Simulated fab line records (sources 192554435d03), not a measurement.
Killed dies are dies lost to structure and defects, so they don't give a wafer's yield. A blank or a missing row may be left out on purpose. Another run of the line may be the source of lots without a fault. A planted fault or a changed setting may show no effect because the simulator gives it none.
fab line records ; flow n5Finfet
record lots=9; wafers=27; lastDay=19
route steps=1938 shown WELL_APT@45 PMOS_HMC_CHANNEL_EPI@57 FIN_SAQP@94 BEOL_M4@1111 PASSIVATION@1936
lots that met no fault: from a run of the same line without faults
startH: start of the lot's first displayed wafer, in hours after the record's first day ; waitH: hours from the lot's prior step to this one ; " as in the row above ; L1.1+2: one row covering several wafers at once ; - value missing, or start not given ; * or withheld: withheld ; < > ~ a bound
route shown NAME@n: NAME is a module with steps in the file, n the number in the route of the first one ; usual: the fault-free wafers' mean and standard deviation ; same: alike in all rows ; chamber/n: place in a boat ; sites: the reading at each site ; _std_site: standard deviation of those values ; _edge_site: inner sites' mean taken away from outer sites' mean ; radiusMm: how far each site lies from the wafer's centre ; mask NAME#n: copy n ; behind: the tool/chamber that last shaped the wafer ; hold: cause of the lot's hold/its duration in hours/its outcome ; device: whichever transistor did not switch (one of n, p or np) ; end of line: the same wafers' tests at the end of the route ; where a step has no rows: the recipe by itself ; killed: count of dies lost to structure and defects at first sort (not the wafer's yield) ; map: a wafer's dies, x killed, . not, _ none there
set.NAME: setting as actually run; set.NAME@STEP: the setting as run at that earlier step ; model.NAME: the simulator's own value behind a step, which no gauge read
steps of the route over a sample of lots; a table a step, a row a wafer
services: from which hour (startH, from the record's first day; less than 0 if before it) a tool's chamber was out of use, for how many hours, and why
## steps
# step N5_WELL_APT_INSPECT_27
# recipe mode=adi; inspectInstrument=macro
# usual rawDefectCount=2.0/1.4
lot.wafer;tool;chamber;startH;waitH;rawDefectCount
L688.2;defectInspect-02;-;20.83;0.0;4
L688.4;defectInspect-02;-;20.83;0.0;2
L688.5;defectInspect-02;-;20.83;0.0;2
L689.2;defectInspect-02;-;27.50;0.0;1
L689.4;defectInspect-02;-;27.50;0.0;2
L689.6;defectInspect-02;-;27.50;0.0;3
L693.1;defectInspect-01;-;51.00;0.0;2
L693.3;defectInspect-01;-;51.00;0.0;1
L693.6;defectInspect-01;-;51.00;0.0;4
L695.3;defectInspect-01;-;63.17;0.0;4
L695.5;defectInspect-01;-;63.17;0.0;1
L695.6;defectInspect-01;-;63.17;0.0;3
L696.2;defectInspect-01;-;69.04;0.0;4
L696.3;defectInspect-01;-;69.04;0.0;1
L696.4;defectInspect-01;-;69.04;0.0;4
L704.1;defectInspect-01;-;117.58;0.0;0
L704.2;defectInspect-01;-;117.58;0.0;1
L704.4;defectInspect-01;-;117.58;0.0;0
L706.3;defectInspect-01;-;129.09;0.0;3
L706.4;defectInspect-01;-;129.09;0.0;5
L706.6;defectInspect-01;-;129.09;0.0;0
L709.2;defectInspect-01;-;146.99;0.0;1
L709.3;defectInspect-01;-;146.99;0.0;3
L709.6;defectInspect-01;-;146.99;0.0;1
L710.3;defectInspect-02;-;153.41;0.0;2
L710.4;defectInspect-02;-;153.41;0.0;3
L710.5;defectInspect-02;-;153.41;0.0;3
# step N5_PMOS_HMC_CHANNEL_EPI_HM_DEP_34
# recipe material=SiO2; targetThkA=360; tempC=400; precursor=TEOS/O2; pressureTorr=6.5; rfW=900; teosFlowSccm=161.4; gas=O2; flowSccm=2650; timeS=6.9
# usual heaterPowerW=499/61; rfFwdPowerW=884/5; showerheadPlenumPTorr=8.340/0.03; susceptorTempC=400.01/0.25; throttleValvePct=18.8/0.67
lot.wafer;tool;chamber;startH;waitH;heaterPowerW;rfFwdPowerW;showerheadPlenumPTorr;susceptorTempC;throttleValvePct
L688.2;pecvd-03;2;22.92;0.0;478;889;8.311;400.15;19.3
L688.4;pecvd-03;2;22.92;0.0;490;887;8.338;400.54;19.4
L688.5;pecvd-03;1;22.92;0.0;520;877;8.332;400.23;18.7
L689.2;pecvd-02;2;29.71;0.0;525;884;8.331;400.13;17.8
L689.4;pecvd-02;0;29.71;0.0;561;890;8.255;399.91;19.4
L689.6;pecvd-02;2;29.71;0.0;540;884;8.338;400.14;17.9
L693.1;pecvd-03;2;52.89;0.0;517;888;8.324;399.67;19.1
L693.3;pecvd-03;1;52.89;0.0;577;882;8.349;400.29;19.0
L693.6;pecvd-03;0;52.89;0.0;447;886;8.350;400.15;18.5
L695.3;pecvd-04;1;64.87;0.0;423;876;8.395;399.93;19.0
L695.5;pecvd-04;0;64.87;0.0;457;887;8.320;399.69;18.7
L695.6;pecvd-04;1;64.87;0.0;417;878;8.394;399.99;18.9
L696.2;pecvd-02;2;71.18;0.0;512;886;8.326;400.20;18.1
L696.3;pecvd-02;0;71.18;0.0;585;893;8.266;399.70;19.5
L696.4;pecvd-02;2;71.18;0.0;504;880;8.324;399.93;17.9
L704.1;pecvd-03;0;120.05;0.0;461;886;8.348;400.06;18.8
L704.2;pecvd-03;1;120.05;0.0;503;880;8.357;399.95;18.6
L704.4;pecvd-03;2;120.05;0.0;499;886;8.322;400.29;19.4
L706.3;pecvd-03;1;131.11;0.0;556;881;8.345;400.15;18.6
L706.4;pecvd-03;1;131.11;0.0;548;881;8.342;400.26;18.9
L706.6;pecvd-03;2;131.11;0.0;501;885;8.326;399.60;19.4
L709.2;pecvd-02;2;148.80;0.0;531;886;8.337;399.82;18.0
L709.3;pecvd-02;1;148.80;0.0;498;876;8.348;399.79;20.1
L709.6;pecvd-02;0;148.80;0.0;617;897;8.276;399.84;19.2
L710.3;pecvd-04;2;155.36;0.0;461;884;8.343;400.30;17.7
L710.4;pecvd-04;2;155.36;0.0;457;883;8.325;400.38;17.7
L710.5;pecvd-04;0;155.36;0.0;499;886;8.328;399.72;18.7
# step N5_PMOS_HMC_CHANNEL_EPI_INSPECT_11
# recipe mode=adi; inspectInstrument=macro
# usual rawDefectCount=2.0/1.4
lot.wafer;tool;chamber;startH;waitH;rawDefectCount
L688.2;defectInspect-02;-;23.38;0.0;1
L688.4;defectInspect-02;-;23.38;0.0;2
L688.5;defectInspect-02;-;23.38;0.0;0
L689.2;defectInspect-02;-;30.17;0.0;2
L689.4;defectInspect-02;-;30.17;0.0;0
L689.6;defectInspect-02;-;30.17;0.0;3
L693.1;defectInspect-02;-;53.35;0.0;1
L693.3;defectInspect-02;-;53.35;0.0;2
L693.6;defectInspect-02;-;53.35;0.0;2
L695.3;defectInspect-01;-;65.34;0.0;3
L695.5;defectInspect-01;-;65.34;0.0;4
L695.6;defectInspect-01;-;65.34;0.0;2
L696.2;defectInspect-02;-;71.51;0.0;0
L696.3;defectInspect-02;-;71.51;0.0;1
L696.4;defectInspect-02;-;71.51;0.0;1
L704.1;defectInspect-01;-;120.77;0.3;>300
L704.2;defectInspect-01;-;120.77;0.3;294
L704.4;defectInspect-01;-;120.77;0.3;>300
L706.3;defectInspect-02;-;131.45;0.0;>300
L706.4;defectInspect-02;-;131.45;0.0;294
L706.6;defectInspect-02;-;131.45;0.0;>300
L709.2;defectInspect-01;-;149.26;0.0;1
L709.3;defectInspect-01;-;149.26;0.0;3
L709.6;defectInspect-01;-;149.26;0.0;2
L710.3;defectInspect-01;-;155.69;0.0;3
L710.4;defectInspect-01;-;155.69;0.0;0
L710.5;defectInspect-01;-;155.69;0.0;3
# step N5_PMOS_HMC_CHANNEL_EPI_CMP_21
# recipe material=SiGe30; postCmpClean=alkalineBrush; targetThkNm=54
# usual motorCurrentA=12.1/1.3; padLifeWafers=829/510
lot.wafer;tool;chamber;startH;waitH;motorCurrentA;padLifeWafers
L688.4;cmp-01;2;25.37;0.0;10.2;528
L688.2;cmp-01;3;25.37;0.0;13.4;529
L688.5;cmp-01;2;25.37;0.0;10.5;-
L689.2;cmp-04;0;32.26;0.1;10.6;776
L689.4;cmp-04;1;32.26;0.1;13.4;777
L689.6;cmp-04;2;32.26;0.1;11.4;-
L693.3;cmp-03;2;55.80;0.1;12.4;25
L693.1;cmp-03;3;55.80;0.1;12.2;26
L693.6;cmp-03;1;55.80;0.1;11.2;-
L695.3;cmp-01;2;67.48;0.1;10.0;872
L695.6;cmp-01;0;67.48;0.1;13.8;-
L695.5;cmp-01;1;67.48;0.1;10.5;-
L696.3;cmp-04;1;73.61;0.0;13.6;1116
L696.4;cmp-04;2;73.61;0.0;11.6;1117
L696.2;cmp-04;0;73.61;0.0;9.9;1119
L704.4;cmp-01;0;122.81;0.0;14.2;1260
L704.2;cmp-01;1;122.81;0.0;10.6;1261
L704.1;cmp-01;3;122.81;0.0;14.0;1263
L706.3;cmp-04;0;133.53;0.1;9.7;1640
L706.4;cmp-04;1;133.53;0.1;13.1;1641
L706.6;cmp-04;2;133.53;0.1;12.2;-
L709.3;cmp-04;3;152.19;0.0;12.0;1788
L709.2;cmp-04;2;152.19;0.0;11.8;1791
L709.6;cmp-04;0;152.19;0.0;10.0;-
L710.4;cmp-04;3;157.88;0.1;12.6;1843
L710.3;cmp-04;0;157.88;0.1;9.9;1844
L710.5;cmp-04;3;157.88;0.1;12.2;-
# step N5_FIN_SAQP_ALD_61
# recipe material=SiO2; targetThkA=40; tempC=300; aldPrecursorFamily=BDEAS; aldCoReactant=O2-plasma; pulseTimeS=1; purgeTimeS=2; coReactantPurgeTimeS=2; aldCycles=43; pressureTorr=2
# usual heaterPowerW=491/39; precursorPulseHeightRel=0.999/0.02; susceptorTempC=299.99/0.2
lot.wafer;tool;chamber;startH;waitH;heaterPowerW;precursorPulseHeightRel;susceptorTempC
L688.2;aldSin-01;3;26.31;0.1;570;0.985;300.13
L688.4;aldSin-01;2;26.31;0.1;442;1.025;299.96
L688.5;aldSin-01;2;26.31;0.1;448;0.964;299.95
L689.2;aldSin-01;2;33.34;0.3;445;0.977;300.23
L689.4;aldSin-01;3;33.34;0.3;553;1.008;300.17
L689.6;aldSin-01;1;33.34;0.3;498;0.992;299.86
L693.1;aldSin-02;2;56.76;0.1;513;1.016;299.92
L693.3;aldSin-02;1;56.76;0.1;528;1.009;299.79
L693.6;aldSin-02;1;56.76;0.1;521;0.999;299.95
L695.3;aldSin-01;2;68.30;0.0;447;0.983;300.32
L695.5;aldSin-01;0;68.30;0.0;488;0.999;299.92
L695.6;aldSin-01;3;68.30;0.0;570;1.000;299.75
L696.2;aldSin-01;2;74.74;0.0;446;0.991;299.94
L696.3;aldSin-01;3;74.74;0.0;567;1.000;299.97
L696.4;aldSin-01;0;74.74;0.0;484;1.001;299.94
L704.1;aldSin-03;3;123.71;0.0;491;0.972;299.98
L704.2;aldSin-03;2;123.71;0.0;440;0.986;300.30
L704.4;aldSin-03;1;123.71;0.0;504;0.962;299.83
L706.3;aldSin-02;2;134.36;0.0;510;0.978;300.30
L706.4;aldSin-02;3;134.36;0.0;479;1.018;300.26
L706.6;aldSin-02;0;134.36;0.0;514;1.004;299.84
L709.2;aldSin-01;0;153.09;0.0;492;0.989;299.98
L709.3;aldSin-01;2;153.09;0.0;450;0.994;299.87
L709.6;aldSin-01;3;153.09;0.0;571;0.964;299.76
L710.3;aldSin-02;1;158.85;0.0;540;0.994;300.00
L710.4;aldSin-02;3;158.85;0.0;477;0.972;299.85
L710.5;aldSin-02;2;158.85;0.0;505;0.978;299.90
# step N5_BEOL_M4_RC_MEAS_101
# usual DIBL_N=36.6/1.9; DIBL_P=36.7/2.2; IOFF_N=0.16/0.035; IOFF_P=0.22/0.038; ION_N=672/14; ION_P=462/8.3; SS_N=71.6/0.65; SS_P=73.5/0.72; VT_N=250/3.5; VT_P=-250/3.1
lot.wafer;tool;chamber;startH;waitH;DIBL_N[mV/V];DIBL_P[mV/V];IOFF_N[nA/um];IOFF_P[nA/um];ION_N[uA/um];ION_P[uA/um];SS_N[mV/dec];SS_P[mV/dec];VT_N[mV];VT_P[mV]
L688.2;prober-02;0;202.64;0.2;37.8;36.2;0.15;0.21;666;459;71.6;72.7;250;-249
L688.4;prober-02;0;202.64;0.2;42.0;40.1;0.27;0.27;682;458;73.9;74.7;245;-249
L688.5;prober-02;0;202.64;0.2;34.8;33.9;0.13;0.18;680;468;71.1;72.6;252;-251
L689.2;prober-02;0;218.38;0.2;37.3;37.3;0.16;0.25;690;480;71.2;73.6;248;-247
L689.4;prober-02;0;218.38;0.2;33.2;32.7;0.11;0.18;685;474;70.0;72.5;253;-250
L689.6;prober-02;0;218.38;0.2;34.2;34.5;0.13;0.20;676;477;70.5;72.5;251;-249
L693.1;prober-02;0;226.45;0.0;35.9;36.8;0.17;0.24;691;476;71.0;73.7;249;-249
L693.3;prober-02;0;226.45;0.0;37.2;37.1;0.17;0.22;664;455;72.0;74.0;251;-249
L693.6;prober-02;0;226.45;0.0;36.9;37.2;0.16;0.23;670;462;72.5;74.4;252;-249
L695.3;prober-01;0;238.77;0.3;36.2;36.5;0.14;0.21;674;459;71.4;73.3;256;-252
L695.5;prober-01;0;238.77;0.3;36.9;37.1;0.16;0.23;673;467;71.7;74.2;251;-245
L695.6;prober-01;0;238.77;0.3;35.3;35.5;0.13;0.20;674;465;71.0;73.5;251;-250
L696.2;prober-02;0;249.28;0.2;36.3;36.6;0.15;0.21;678;468;71.1;73.3;252;-252
L696.3;prober-02;0;249.28;0.2;37.3;38.0;0.16;0.23;659;459;71.4;74.0;250;-248
L696.4;prober-02;0;249.28;0.2;36.5;37.6;0.16;0.22;681;463;71.4;73.7;247;-250
L704.1;prober-02;0;293.14;0.0;36.2;37.9;0.19;0.24;674;467;71.5;74.5;246;-247
L704.2;prober-02;0;293.14;0.0;36.8;38.9;0.19;0.25;671;464;71.4;73.9;248;-248
L704.4;prober-02;0;293.14;0.0;35.7;37.4;0.18;0.23;679;465;72.3;73.9;247;-247
L706.3;prober-02;0;297.27;0.3;40.8;42.0;0.26;0.32;692;467;72.9;74.4;245;-245
L706.4;prober-02;0;297.27;0.3;35.1;35.6;0.14;0.21;663;457;71.1;73.1;251;-249
L706.6;prober-02;0;297.27;0.3;36.6;36.8;0.16;0.21;676;462;71.7;73.4;250;-251
L709.2;prober-02;0;319.81;0.2;38.0;37.2;0.19;0.26;699;472;71.8;73.5;249;-244
L709.3;prober-02;0;319.81;0.2;39.0;39.1;0.23;0.31;682;467;71.8;74.1;245;-244
L709.6;prober-02;0;319.81;0.2;37.8;36.6;0.18;0.25;674;463;72.4;73.6;248;-245
L710.3;prober-01;0;328.16;0.3;37.0;38.4;0.17;0.22;674;467;71.4;73.3;251;-250
L710.4;prober-01;0;328.16;0.3;36.8;38.0;0.17;0.24;676;459;72.2;74.1;248;-248
L710.5;prober-01;0;328.16;0.3;38.7;39.6;0.20;0.26;694;470;72.2;73.6;249;-248
# step N5_PASSIVATION_PROBE_49
# usual defectLimitedYield=91.6/1.4; killed_at_M0_to_M3=35/10; killed_at_M4_up=13/4.8; killedAtContacts=12/7.2; killedAtFrontEnd=36/12; killedAtOther=4/3.1; killedDies=100/17; killedOpen=66/13; killedShort=32/7.3; sort_bin_4_leakage=0.00/0.0099; sort_bin_5_function=5.0/0.94; sort_bin_6_memory=3.1/0.67; sortNPass=1080/17; sortYieldPct=91.6/1.4
# same grossDies=1180; killedAtBackSide=0; sort_bin_8_speed[%]=0
lot.wafer;tool;chamber;startH;waitH;defectLimitedYield[%];killed_at_M0_to_M3;killed_at_M4_up;killedAtContacts;killedAtFrontEnd;killedAtOther;killedDies;killedOpen;killedShort;sort_bin_4_leakage[%];sort_bin_5_function[%];sort_bin_6_memory[%];sortNPass;sortYieldPct[%]
L704.1;prober-01;-;409.14;0.0;82.8;59;10;14;119;1;203;76;39;0;10.9;4.7;977;82.8
L704.2;prober-01;-;409.19;0.1;85.9;25;12;12;117;0;166;49;29;0;9.7;3.1;1014;85.9
L704.4;prober-01;-;409.29;0.2;82.5;45;22;14;124;1;206;91;23;0;10.8;5.4;974;82.5
L706.3;prober-01;-;418.66;0.1;85.4;35;16;5;114;2;172;58;27;0;9.5;3.6;1008;85.4
L706.4;prober-01;-;418.71;0.2;85.3;30;13;8;119;3;173;57;32;0;9.2;3.2;1007;85.3
L706.6;prober-01;-;418.81;0.3;84.6;26;14;6;134;2;182;51;28;0;10.0;3.9;998;84.6
# killed by level:class
L704.1 PMOS_HMC_CHANNEL_EPI:unspecified=88 BEOL_M0_SAQP:geometricParticle:open=22 BEOL_M0_SAQP:geometricParticle:short=14 BEOL_M3:geometricParticle:open=11 MOL_CONTACT_COAG:geometricParticle:open=10 STI_FIN_REVEAL:geometricParticle:open=9 BEOL_M3:geometricParticle:short=8 DUMMY_GATE:geometricParticle:open=4
L704.2 PMOS_HMC_CHANNEL_EPI:unspecified=85 STI_FIN_REVEAL:geometricParticle:open=10 MOL_CONTACT_COAG:geometricParticle:open=10 BEOL_M0_SAQP:geometricParticle:short=10 STI_FIN_REVEAL:geometricParticle:short=4 BEOL_M0_SAQP:geometricParticle:open=4 FIN_SAQP:geometricParticle:open=3 BEOL_M3:geometricParticle:open=3
L704.4 PMOS_HMC_CHANNEL_EPI:unspecified=92 STI_FIN_REVEAL:geometricParticle:open=14 BEOL_M4:geometricParticle:open=14 MOL_CONTACT_COAG:geometricParticle:open=13 BEOL_M3:geometricParticle:open=12 BEOL_M0_SAQP:geometricParticle:open=9 BEOL_M0_SAQP:geometricParticle:short=8 BEOL_M1:geometricParticle:open=8
L706.3 PMOS_HMC_CHANNEL_EPI:unspecified=87 BEOL_M0_SAQP:geometricParticle:open=10 BEOL_M4:geometricParticle:open=9 BEOL_M0_SAQP:geometricParticle:short=7 GATE_CUT:geometricParticle:short=6 BEOL_M1:geometricParticle:open=5 BEOL_M2:geometricParticle:short=5 FIN_SAQP:geometricParticle:open=4
L706.4 PMOS_HMC_CHANNEL_EPI:unspecified=83 BEOL_M0_SAQP:geometricParticle:open=8 BEOL_M4:geometricParticle:open=7 FIN_SAQP:geometricParticle:open=6 FIN_SAQP:geometricParticle:short=6 BEOL_M0_SAQP:geometricParticle:short=5 GATE_CUT:geometricParticle:short=5 MOL_CONTACT_COAG:geometricParticle:open=5
L706.6 PMOS_HMC_CHANNEL_EPI:unspecified=103 STI_FIN_REVEAL:geometricParticle:open=10 BEOL_M1:geometricParticle:open=8 BEOL_M2:geometricParticle:open=7 BEOL_M4:geometricParticle:open=7 MOL_CONTACT_COAG:geometricParticle:open=5 STARTING-WAFER:geometricParticle:short=5 BEOL_M0_SAQP:geometricParticle:short=4
## services
tool;chamber;startH;hours;kind
cmp-03;-;1.11;5.0;repair
cmp-04;-;2.17;1.1;repair
aldSin-01;0;7.95;-;clean
aldSin-01;1;7.95;-;clean
aldSin-01;2;7.95;-;clean
cmp-01;-;18.86;0.9;repair
cmp-04;-;27.52;0.8;repair
cmp-01;-;44.99;0.3;repair
cmp-03;-;47.57;4.0;pm
cmp-01;-;47.65;1.1;repair
cmp-04;-;52.85;0.8;repair
pecvd-04;1;76.11;6.6;repair
cmp-01;-;77.15;0.6;repair
cmp-03;-;81.09;2.1;repair
cmp-01;-;82.30;5.8;pm
aldSin-03;-;85.25;14.0;pm
pecvd-02;-;90.79;2.8;pm
aldSin-01;0;93.11;4.9;repair
pecvd-02;0;94.43;6.7;repair
aldSin-01;-;112.30;2.8;pm
cmp-04;-;112.66;1.5;repair
cmp-03;-;123.06;10.0;repair
pecvd-04;-;144.71;2.8;pm
cmp-01;-;145.28;7.5;pm
## key
firstSign step=N5_PMOS_HMC_CHANNEL_EPI_INSPECT_11; reading=rawDefectCount; direction=up; sigmas=99+; usual=2.0; struck=>298
effect step=N5_PASSIVATION_PROBE_49; reading=killedAtFrontEnd; direction=up; sigmas=7.1; usual=36; struck=121
moreKillsBornAt N5_PMOS_HMC_CHANNEL_EPI_HM_DEP_34@pecvd-03=538
metAt N5_PMOS_HMC_CHANNEL_EPI_HM_DEP_34
struckLots L704,L706
notActingAt N5_WELL_APT_INSPECT_27,N5_PMOS_HMC_CHANNEL_EPI_CMP_21,N5_FIN_SAQP_ALD_61
onsetBetween 52.89 120.05
fault kind=chamberParticleSource; tool=pecvd-03; chamber=-; onsetH=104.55; steps=N5_PMOS_HMC_CHANNEL_EPI_HM_DEP_34; ratePerVisitCm2=0.47646; endH=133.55
